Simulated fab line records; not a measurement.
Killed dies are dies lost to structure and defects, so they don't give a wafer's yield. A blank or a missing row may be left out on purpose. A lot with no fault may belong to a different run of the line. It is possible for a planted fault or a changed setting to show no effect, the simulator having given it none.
fab line records || flow n5_finfet
[record] {"lots": 4, "wafers": 12, "last_day": 14}
route steps=1938 shown BEOL_M11@1590 BEOL_M12@1602 PASSIVATION@1936
lots that met no fault: taken from a fault-free run of the same line
start_h: start of the lot's first displayed wafer, in hours after the record's first day || wait_h: time in hours since the lot's previous step || " as in the row above || L1.1+2: several wafers, shown together as one row || - no value, or no start was given || * or withheld: withheld || < > ~ a bound
route shown NAME@n: NAME is a module with steps in the file, n the number in the route of the first one || usual: mean/standard deviation of fault-free wafers || same: alike in all rows || chamber/n: place in a boat || sites: the reading at each site || _std_site: their standard deviation || _edge_site: mean of outer sites minus mean of inner sites || radius_mm: for every site, how far away it sits from the centre of the wafer || mask NAME#n: copy n || behind: the last tool/chamber to shape the wafer || hold: reason for holding the lot/hours on hold/outcome of the hold || device: which transistor (n, p or np) failed to switch || end of line: the same wafers' tests at the end of the route || a step given without rows: its recipe and nothing more || killed: dies lost to structure and defects at the first sort, not the wafer's yield || map: the dies of a wafer, with x for killed, . for not killed, _ for no die there
set.NAME: the setting as run; set.NAME@STEP: as run at that earlier step || model.NAME: the simulator's own value behind a step, which no gauge read
a table for each step, a row for each wafer; lots at some steps of the route
services: from which hour (start_h, from the record's first day; less than 0 if before it) a tool's chamber was out of use, for how many hours, and why
[[steps]]
[step N5_BEOL_M11_ALD_74]
[recipe] {"material": "TaN", "target_thk_a": 20, "temp_c": 275, "ald_precursor_family": "PDMAT", "ald_co_reactant": "NH3", "pressure_torr": 3, "carrier_flow_sccm": 1500, "pulse_time_s": 2, "purge_time_s": 3, "co_reactant_purge_time_s": 2, "co_reactant_pulse_time_s": 3, "ald_cycles": 40, "precursor_vessel_temp_c": 75, "precursor_vessel_pressure_torr": 26.25, "precursor_vessel_carrier_sccm": 1000}
[step N5_BEOL_M11_SURFACE_TREAT_76]
[recipe] {"gas": "Ar", "time_s": "*", "ion_energy_ev": "*", "ion_current_ma_cm2": 0.5, "pressure_mtorr": "*", "ar_flow_sccm": 30}
[step N5_BEOL_M11_CVD_75]
[recipe] {"material": "Co", "target_thk_a": 20, "temp_c": "withheld", "precursor": "CCTBA/H2", "pressure_torr": 30, "time_s": 138.9}
[step N5_BEOL_M11_SPUTTER_48]
[recipe] {"material": "Cu", "target_thk_a": 120, "temp_c": -20, "bias_v": 60, "power_w": 26000, "chamber_pressure_pa": 0.13, "time_s": 2}
[step N5_BEOL_M11_ECD_50]
[recipe] {"material": "Cu", "target_thk_a": 3180}
[step N5_BEOL_M11_ANNEAL_51]
[recipe] {"temp_c": 225, "time_s": 90, "ambient": "N2"}
[step N5_BEOL_M11_CMP_52]
[recipe] {"stop_on": "SiCOH_lowk", "t_overpolish_s": 7, "down_force_psi": 1, "platen_rpm": 50, "clearing_platen_down_force_psi": 1.5, "clearing_platen_rpm": 50, "post_cmp_clean": "cu_alkaline", "target_thk_nm": 140, "clearing_platen_pad_velocity_m_s": 0.99484, "pad_velocity_m_s": 0.99484}
[step N5_BEOL_M11_PRE_CLEAN_55]
[recipe] {"gas": "NH3", "time_s": 15, "temp_c": "withheld", "rf_power_w": 300}
[step N5_BEOL_M11_DEP_56]
[recipe] {"material": "SiCN", "target_thk_a": 300, "temp_c": "withheld", "precursor": "3MS/NH3", "pressure_torr": 3, "rf_w": 675, "time_s": 10.5}
[step N5_BEOL_M12_ILD_DEP_00]
[recipe] {"material": "SiOC", "target_thk_a": 6589.2, "temp_c": 350, "precursor": "DEMS/O2", "pressure_torr": 5, "rf_w": 500, "time_s": 130.7}
[usual] {"heater_power_w": "537/72", "showerhead_plenum_p_Torr": "5.698/0.014", "throttle_valve_pct": "11.9/0.48"}
[same] {"time_s": 130.7}
{"lot.wafer": "L597.2", "tool": "pecvd-02", "chamber": 1, "start_h": 226.86, "wait_h": 0.0, "heater_power_w": 463, "showerhead_plenum_p_Torr": 5.683, "throttle_valve_pct": 11.4}
{"lot.wafer": "L597.4", "tool": "pecvd-02", "chamber": 1, "start_h": 226.86, "wait_h": 0.0, "heater_power_w": 497, "showerhead_plenum_p_Torr": 5.689, "throttle_valve_pct": 11.6}
{"lot.wafer": "L597.5", "tool": "pecvd-02", "chamber": 2, "start_h": 226.86, "wait_h": 0.0, "heater_power_w": 620, "showerhead_plenum_p_Torr": 5.702, "throttle_valve_pct": 12.6}
{"lot.wafer": "L601.2", "tool": "pecvd-02", "chamber": 0, "start_h": 258.60, "wait_h": 0.0, "heater_power_w": 544, "showerhead_plenum_p_Torr": 5.687, "throttle_valve_pct": 11.7}
{"lot.wafer": "L601.4", "tool": "pecvd-02", "chamber": 2, "start_h": 258.60, "wait_h": 0.0, "heater_power_w": 597, "showerhead_plenum_p_Torr": 5.723, "throttle_valve_pct": 12.1}
{"lot.wafer": "L601.6", "tool": "pecvd-02", "chamber": 1, "start_h": 258.60, "wait_h": 0.0, "heater_power_w": 534, "showerhead_plenum_p_Torr": 5.692, "throttle_valve_pct": 11.6}
{"lot.wafer": "L602.2", "tool": "pecvd-02", "chamber": 1, "start_h": 266.54, "wait_h": 0.0, "heater_power_w": 545, "showerhead_plenum_p_Torr": 5.698, "throttle_valve_pct": 11.8}
{"lot.wafer": "L602.3", "tool": "pecvd-02", "chamber": 0, "start_h": 266.54, "wait_h": 0.0, "heater_power_w": 521, "showerhead_plenum_p_Torr": 5.711, "throttle_valve_pct": 11.6}
{"lot.wafer": "L602.4", "tool": "pecvd-02", "chamber": 1, "start_h": 266.54, "wait_h": 0.0, "heater_power_w": 446, "showerhead_plenum_p_Torr": 5.685, "throttle_valve_pct": 11.6}
{"lot.wafer": "L608.1", "tool": "pecvd-04", "chamber": 1, "start_h": 297.22, "wait_h": 0.0, "heater_power_w": 473, "showerhead_plenum_p_Torr": 5.682, "throttle_valve_pct": 12.1}
{"lot.wafer": "L608.5", "tool": "pecvd-04", "chamber": 0, "start_h": 297.22, "wait_h": 0.0, "heater_power_w": 617, "showerhead_plenum_p_Torr": 5.694, "throttle_valve_pct": 11.9}
{"lot.wafer": "L608.6", "tool": "pecvd-04", "chamber": 1, "start_h": 297.22, "wait_h": 0.0, "heater_power_w": 520, "showerhead_plenum_p_Torr": 5.681, "throttle_valve_pct": 12.2}
[step N5_BEOL_M12_THK_MEAS_01]
[recipe] {"reads": "SiOC_of_BEOL_M12_ILD_DEP_00"}
[usual] {"M12_ILD_THK": "660/8.1"}
{"lot.wafer": "L597.2", "tool": "film_metro-02", "chamber": "-", "start_h": 226.99, "wait_h": 0.1, "M12_ILD_THK[nm]": 655}
{"lot.wafer": "L597.4", "tool": "film_metro-02", "chamber": "-", "start_h": 226.99, "wait_h": 0.1, "M12_ILD_THK[nm]": 661}
{"lot.wafer": "L597.5", "tool": "film_metro-02", "chamber": "-", "start_h": 226.99, "wait_h": 0.1, "M12_ILD_THK[nm]": 659}
{"lot.wafer": "L601.2", "tool": "film_metro-02", "chamber": "-", "start_h": 258.73, "wait_h": 0.1, "M12_ILD_THK[nm]": 571}
{"lot.wafer": "L601.4", "tool": "film_metro-02", "chamber": "-", "start_h": 258.73, "wait_h": 0.1, "M12_ILD_THK[nm]": 654}
{"lot.wafer": "L601.6", "tool": "film_metro-02", "chamber": "-", "start_h": 258.73, "wait_h": 0.1, "M12_ILD_THK[nm]": 647}
{"lot.wafer": "L602.2", "tool": "film_metro-02", "chamber": "-", "start_h": 266.67, "wait_h": 0.1, "M12_ILD_THK[nm]": 659}
{"lot.wafer": "L602.3", "tool": "film_metro-02", "chamber": "-", "start_h": 266.67, "wait_h": 0.1, "M12_ILD_THK[nm]": 578}
{"lot.wafer": "L602.4", "tool": "film_metro-02", "chamber": "-", "start_h": 266.67, "wait_h": 0.1, "M12_ILD_THK[nm]": 667}
{"lot.wafer": "L608.1", "tool": "film_metro-02", "chamber": "-", "start_h": 297.35, "wait_h": 0.1, "M12_ILD_THK[nm]": 654}
{"lot.wafer": "L608.5", "tool": "film_metro-02", "chamber": "-", "start_h": 297.35, "wait_h": 0.1, "M12_ILD_THK[nm]": 667}
{"lot.wafer": "L608.6", "tool": "film_metro-02", "chamber": "-", "start_h": 297.35, "wait_h": 0.1, "M12_ILD_THK[nm]": 669}
[step N5_BEOL_M12_COAT_58]
[recipe] {"resist": "BARC", "temp_c": 205, "time_s": 60, "spin_rpm": 1500, "resist_thk_nm": 89}
[step N5_BEOL_M12_COAT_04]
[recipe] {"spin_rpm": 1625, "resist_thk_nm": 400}
[step N5_BEOL_M12_EBR_06]
[recipe] {"solvent": "PGMEA", "ebr_width_mm": 1.5}
[step N5_BEOL_M12_SOFTBAKE_05]
[recipe] {"temp_c": 130, "time_s": 60}
[step N5_BEOL_M12_EXPOSE_07]
[recipe] {"mask_id": "V11", "na": 0.93, "source_shape": "conventional", "sigma_outer": 0.6, "polarization": "unpolarized", "attpsm_phase_deg": 180, "dose_mj": 32.5}
[step N5_BEOL_M12_PEB_08]
[recipe] {"peb_temp_c": 130, "peb_time_s": 90}
[step N5_BEOL_M12_DEVELOP_09]
[recipe] {"develop_time_s": 45, "rinse_liquid": "diw", "dry": "air_spin", "dev_temp_c": 21}
[step N5_BEOL_M12_HARDBAKE_14]
[recipe] {"temp_c": 130, "time_s": 120}
[step N5_BEOL_M12_DESCUM_15]
[recipe] {"chemistry": "O2", "time_s": 7.9, "source_power_w": 50, "bias_power_w": 20, "pressure_mtorr": 20, "rf_frequency_hz": 2.712e+07, "temp_c": 40, "o2_flow_sccm": 225}
[step N5_BEOL_M12_ETCH_59]
[recipe] {"chemistry": "N2/H2", "target": "BARC", "target_depth_a": 890, "overetch_a": 267, "time_s": 67.9, "ion_energy_ev": 200, "pressure_mtorr": 30, "source_w": 840, "bias_w": 150, "n2_flow_sccm": 200, "h2_flow_sccm": 200}
[step N5_BEOL_M12_VIA_ETCH_16]
[recipe] {"chemistry": "C4F8/O2/Ar", "target": "SiOC", "pressure_mtorr": 30, "source_w": 3000, "bias_w": 700, "Ar_flow_sccm": 400, "C4F8_flow_sccm": 15, "O2_flow_sccm": 8, "he_inner_torr": 15, "he_outer_torr": 30, "target_depth_a": 7248, "time_s": "withheld", "ion_energy_ev": 250, "ends": "cleared"}
[step N5_BEOL_M12_STRIP_63]
[recipe] {"chemistry": "N2/H2", "power_w": 1000, "temp_c": 250, "h2_frac": 0.65, "overash_fraction": 0.3, "pressure_mtorr": 1000, "n2_flow_sccm": 1750, "h2_flow_sccm": 3250}
[step N5_BEOL_M12_STRIP_64]
[recipe] {"chemistry": "N2/H2", "power_w": 1000, "temp_c": 250, "h2_frac": 0.65, "overash_fraction": 0.3, "pressure_mtorr": "withheld", "n2_flow_sccm": 1750, "h2_flow_sccm": 3250}
[step N5_BEOL_M12_STRIP_71]
[recipe] {"chemistry": "post_etch_residue_remover", "time_s": 60, "temp_c": 25, "remover_ph": "withheld", "remover_water_wt_pct": "withheld", "remover_fluoride_wt_pct": "withheld"}
[step N5_BEOL_M12_SRD_72]
[recipe] {"time_s": 30, "temp_c": 23, "rinse_liquid": "diw", "dry": "n2_spin", "spin_rpm": 1500, "dry_time_s": 30}
[step N5_BEOL_M12_COAT_65]
[recipe] {"resist": "SOC", "temp_c": 250, "time_s": 60, "spin_rpm": 1500, "resist_thk_nm": 300}
[step N5_BEOL_M12_COAT_66]
[recipe] {"resist": "SiARC", "temp_c": 220, "time_s": 60, "spin_rpm": 1500, "resist_thk_nm": 110}
[step N5_BEOL_M12_COAT_22]
[recipe] {"spin_rpm": 2888, "resist_thk_nm": 300}
[step N5_BEOL_M12_EBR_24]
[recipe] {"solvent": "PGMEA", "ebr_width_mm": 1.5}
[step N5_BEOL_M12_SOFTBAKE_23]
[recipe] {"temp_c": 130, "time_s": 60}
[step N5_BEOL_M12_EXPOSE_25]
[recipe] {"mask_id": "M12", "na": 0.93, "source_shape": "conventional", "sigma_outer": 0.4, "polarization": "unpolarized", "dose_mj": 21.8}
[step N5_BEOL_M12_PEB_26]
[recipe] {"peb_temp_c": 130, "peb_time_s": 90}
[step N5_BEOL_M12_DEVELOP_27]
[recipe] {"develop_time_s": 45, "rinse_liquid": "diw", "dry": "air_spin", "dev_temp_c": 21}
[step N5_BEOL_M12_HARDBAKE_32]
[recipe] {"temp_c": 130, "time_s": 120}
[step N5_BEOL_M12_OCD_MEAS_35]
[usual] {"trench_depth_nm": "322/4.1"}
{"lot.wafer": "L597.2", "tool": "ocd-01", "chamber": "-", "start_h": 230.08, "wait_h": 0.0, "trench_depth_nm": 320}
{"lot.wafer": "L597.4", "tool": "ocd-01", "chamber": "-", "start_h": 230.08, "wait_h": 0.0, "trench_depth_nm": 310}
{"lot.wafer": "L597.5", "tool": "ocd-01", "chamber": "-", "start_h": 230.08, "wait_h": 0.0, "trench_depth_nm": 319}
{"lot.wafer": "L601.2", "tool": "ocd-01", "chamber": "-", "start_h": 260.80, "wait_h": 0.0, "trench_depth_nm": 308}
{"lot.wafer": "L601.4", "tool": "ocd-01", "chamber": "-", "start_h": 260.80, "wait_h": 0.0, "trench_depth_nm": 317}
{"lot.wafer": "L601.6", "tool": "ocd-01", "chamber": "-", "start_h": 260.80, "wait_h": 0.0, "trench_depth_nm": 319}
{"lot.wafer": "L602.2", "tool": "ocd-01", "chamber": "-", "start_h": 268.61, "wait_h": 0.0, "trench_depth_nm": 322}
{"lot.wafer": "L602.3", "tool": "ocd-01", "chamber": "-", "start_h": 268.61, "wait_h": 0.0, "trench_depth_nm": 311}
{"lot.wafer": "L602.4", "tool": "ocd-01", "chamber": "-", "start_h": 268.61, "wait_h": 0.0, "trench_depth_nm": 328}
{"lot.wafer": "L608.1", "tool": "ocd-01", "chamber": "-", "start_h": 299.48, "wait_h": 0.0, "trench_depth_nm": 317}
{"lot.wafer": "L608.5", "tool": "ocd-01", "chamber": "-", "start_h": 299.48, "wait_h": 0.0, "trench_depth_nm": 316}
{"lot.wafer": "L608.6", "tool": "ocd-01", "chamber": "-", "start_h": 299.48, "wait_h": 0.0, "trench_depth_nm": 327}
[step N5_PASSIVATION_PROBE_49]
[usual] {"defect_limited_yield": "91.3/1.3", "killed_at_M0_to_M3": "33/8.9", "killed_at_M4_up": "15/5.4", "killed_at_contacts": "13/5.8", "killed_at_front_end": "39/9.9", "killed_at_other": "3.2/2.9", "killed_dies": "102/15", "killed_open": "68/12", "killed_short": "34/7.6", "sort_bin_5_function": "5.1/0.89", "sort_bin_6_memory": "3.2/0.63", "sort_n_pass": "1078/15", "sort_yield_pct": "91.3/1.3"}
[same] {"gross_dies": 1180, "killed_at_back_side": 0, "sort_bin_4_leakage[%]": 0, "sort_bin_8_speed[%]": 0}
{"lot.wafer": "L601.2", "tool": "prober-02", "chamber": "-", "start_h": 294.43, "wait_h": 0.1, "defect_limited_yield[%]": 90.9, "killed_at_M0_to_M3": 33, "killed_at_M4_up": 30, "killed_at_contacts": 13, "killed_at_front_end": 29, "killed_at_other": 2, "killed_dies": 107, "killed_open": 65, "killed_short": 22, "sort_bin_5_function[%]": 6.5, "sort_bin_6_memory[%]": 2.4, "sort_n_pass": 1073, "sort_yield_pct[%]": 90.9}
{"lot.wafer": "L602.2", "tool": "prober-02", "chamber": "-", "start_h": 301.09, "wait_h": 0.1, "defect_limited_yield[%]": 90.3, "killed_at_M0_to_M3": 37, "killed_at_M4_up": 25, "killed_at_contacts": 8, "killed_at_front_end": 38, "killed_at_other": 6, "killed_dies": 114, "killed_open": 66, "killed_short": 48, "sort_bin_5_function[%]": 5.5, "sort_bin_6_memory[%]": 3.7, "sort_n_pass": 1066, "sort_yield_pct[%]": 90.3}
{"lot.wafer": "L602.3", "tool": "prober-02", "chamber": "-", "start_h": 301.14, "wait_h": 0.1, "defect_limited_yield[%]": 88.6, "killed_at_M0_to_M3": 36, "killed_at_M4_up": 53, "killed_at_contacts": 8, "killed_at_front_end": 36, "killed_at_other": 1, "killed_dies": 134, "killed_open": 84, "killed_short": 25, "sort_bin_5_function[%]": 8.6, "sort_bin_6_memory[%]": 2.5, "sort_n_pass": 1046, "sort_yield_pct[%]": 88.6}
{"lot.wafer": "L602.4", "tool": "prober-02", "chamber": "-", "start_h": 301.19, "wait_h": 0.2, "defect_limited_yield[%]": 90.9, "killed_at_M0_to_M3": 43, "killed_at_M4_up": 21, "killed_at_contacts": 0, "killed_at_front_end": 39, "killed_at_other": 4, "killed_dies": 107, "killed_open": 80, "killed_short": 27, "sort_bin_5_function[%]": 6.4, "sort_bin_6_memory[%]": 2.5, "sort_n_pass": 1073, "sort_yield_pct[%]": 90.9}
// killed by level:class
L601.2 BEOL_M12:area_etch=20 MOL_CONTACT_COAG:geometric_particle:open=12 BEOL_M0_SAQP:geometric_particle:open=12 BEOL_M0_SAQP:geometric_particle:short=9 STI_FIN_REVEAL:geometric_particle:open=7 BEOL_M3:geometric_particle:open=6 ILD0:geometric_particle:open=5 FIN_SAQP:geometric_particle:open=4
L602.2 BEOL_M0_SAQP:geometric_particle:short=14 FIN_SAQP:geometric_particle:open=10 BEOL_M0_SAQP:geometric_particle:open=9 BEOL_M4:geometric_particle:open=8 MOL_CONTACT_COAG:geometric_particle:open=7 BEOL_M4:geometric_particle:short=7 FIN_SAQP:geometric_particle:short=5 BEOL_M2:geometric_particle:short=4
L602.3 BEOL_M12:area_etch=25 BEOL_M4:geometric_particle:open=21 FIN_SAQP:geometric_particle:open=12 BEOL_M1:geometric_particle:open=11 BEOL_M2:geometric_particle:open=10 FIN_SAQP:geometric_particle:short=6 BEOL_M3:geometric_particle:open=6 MOL_CONTACT_COAG:geometric_particle:open=5
L602.4 FIN_SAQP:geometric_particle:open=15 BEOL_M3:geometric_particle:open=13 BEOL_M4:geometric_particle:open=12 BEOL_M0_SAQP:geometric_particle:short=9 BEOL_M0_SAQP:geometric_particle:open=7 BEOL_M2:geometric_particle:open=7 FIN_SAQP:geometric_particle:short=6 DUMMY_GATE:geometric_particle:open=6
// map L601.2 (x killed, . not)
_________________....x......x________________
______________..x.......x..x...._____________
___________........................__________
__________..x....x.................._________
________...........................x.._______
_______................................______
______..x...x..........................._____
_____......x............x................____
____..........x..x.............x..........___
___........................x.....x.......x.__
___....x.....x..................x..........__
__..x...............x...x.......x..x........_
__..........x...x...x......x................_
_.........................x.......x..........
_....x.....................x....x........x...
_...x...................xx....x..x...........
_..........x.....xx........x.................
_...............x.........x...............xx.
_..............xxx.....x..x.x.....x..........
_...........x..x..............x.........x....
_.............x.xx.x.x......x..x.......x.x...
__..x.........x.x..............x............_
__...........x..xx.......xx.....x..........._
___x..........xx..................x........__
___...................x..x................x__
____...........x....x.....x...............___
_____............x..............x....x...____
______.................................._____
_______..................x...x..x...x..______
________.x........................x..._______
__________........x.x.x..........x.._________
___________........................__________
______________..x....x.x....x..._____________
_________________........x...________________
// map L602.3 (x killed, . not)
_________________............________________
______________........x....x...._____________
___________...................xx...__________
__________.x....x.x.x...x.x........._________
________.xx.x...................x....._______
_______.....x......x..........xx...x...______
______..x..........x.....x...x.........._____
_____...x................x...............____
____..........................x..x.......x___
___..................x.....................__
___.........x.....x.........x..............__
__.............x.....x...x...x.............._
__.x...................x.....x......x......._
_.......x.x.........x..x.........x...........
_.x.x........................x.............x.
_x.....x..................x....x.............
_.........xx........x.x..........x.x......x..
_......x.x........x...x....x.............xx..
_..x.....................x.......x...........
_...x...x......x.......x.x.xxx.....x.........
_....x.....x............x..x.x...........x..x
__................x...xxxxxx................_
__..........x.........xx.xx...............x._
___.........x.....x..x..x.x................__
___......x..x.........x....x.....x...xx...x__
____...x.....xx............x.............x___
_____................................x...____
______...............x...........x......_____
_______.............x..x..x............______
________...........................x.._______
__________..............x..........._________
___________..x......x.x......x.....__________
______________...x.x.x...x......_____________
_________________...x........________________
[[services]]
{"tool": "pecvd-04", "chamber": 2, "start_h": 205.34, "hours": "-", "kind": "clean"}
{"tool": "pecvd-04", "chamber": 2, "start_h": 205.34, "hours": "-", "kind": "consumable_replace:showerhead"}
{"tool": "pecvd-04", "chamber": 2, "start_h": 205.34, "hours": 29.0, "kind": "scheduled_down"}
{"tool": "pecvd-04", "chamber": 2, "start_h": 205.34, "hours": 29.0, "kind": "vent_cycle"}
[[key]]
[first_sign] {"step": "N5_BEOL_M12_THK_MEAS_01", "reading": "M12_ILD_THK", "direction": "down", "sigmas": 11, "usual": 660, "struck": 574}
[effect] {"step": "N5_BEOL_M12_OCD_MEAS_35", "reading": "trench_depth_nm", "direction": "down", "sigmas": 2.9, "usual": 322, "struck": 310}
[effect] {"step": "N5_PASSIVATION_PROBE_49", "reading": "killed_at_M4_up", "direction": "up", "sigmas": 5, "usual": 15, "struck": 42}
met_at N5_BEOL_M12_ILD_DEP_00
struck_wafers L601.2,L602.3
[fault] {"kind": "site_profile_drift", "tool": "pecvd-02", "chamber": 0, "onset_h": 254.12, "steps": "N5_BEOL_M12_ILD_DEP_00", "basis": "fraction", "max_abs_drift": 0.26671, "slope_share_per_hr": 59.269, "site_pattern": "0,0,0,0,0,-1,-1,-1,-1"}
